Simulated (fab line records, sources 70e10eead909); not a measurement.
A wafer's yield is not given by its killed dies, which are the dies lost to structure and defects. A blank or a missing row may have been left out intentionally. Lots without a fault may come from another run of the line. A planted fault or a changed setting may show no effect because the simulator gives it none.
Matching of chambers :: flow nand-harc :: NHARC_A_STAIRCASE_ETCH_444 on rie-diel-02 has 4 sister chambers
The step etches the open film in C4F8/O2, target depth 10200 nm, time 3400 s. 4 wafers are shown with their chamber, then 7 later ones without.

## WAFERS WITH THEIR CHAMBER
wafer: L087.2
chamber: 1
rf-vpp-V (V): 816

wafer: L087.4
chamber: 2
rf-vpp-V (V): 804

wafer: L089.1
chamber: 3
rf-vpp-V (V): 814

wafer: L089.2
chamber: 0
rf-vpp-V (V): 802

## WAFERS MISSING THEIR CHAMBER
wafer: L089.5
rf-vpp-V (V): 815

wafer: L095.3
rf-vpp-V (V): 802

wafer: L095.5
rf-vpp-V (V): 814

wafer: L095.6
rf-vpp-V (V): 804

wafer: L097.1
rf-vpp-V (V): 816

wafer: L097.2
rf-vpp-V (V): 815

wafer: L097.4
rf-vpp-V (V): 805

## WHICH CHAMBER EACH WENT THROUGH
wafer: L089.5
from the rows above: can't be placed: 1 or 3
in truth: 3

wafer: L095.3
from the rows above: 0
in truth: 0

wafer: L095.5
from the rows above: 3
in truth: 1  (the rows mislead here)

wafer: L095.6
from the rows above: 2
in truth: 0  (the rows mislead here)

wafer: L097.1
from the rows above: 1
in truth: 1

wafer: L097.2
from the rows above: can't be placed: 1 or 3
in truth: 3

wafer: L097.4
from the rows above: 2
in truth: 2
Correctly placed: 3 of 7. Not placeable from these rows: 2 (in 2, the candidates include the true chamber). 2 placed wrongly.
How it was worked out, from the rows above alone: a wafer's distance from a chamber is the root of the sum, over the readings, of the square of ((its reading less the chamber's mean) divided by the reading's scatter). If the next closest chamber is less than 2 further off than the closest, the wafer can't be placed; otherwise it belongs to the closest. The mean given for a chamber averages the wafers shown for that chamber. The scatter: root of mean squared gap, hidden wafer to nearest shown wafer, with one shown wafer a chamber.
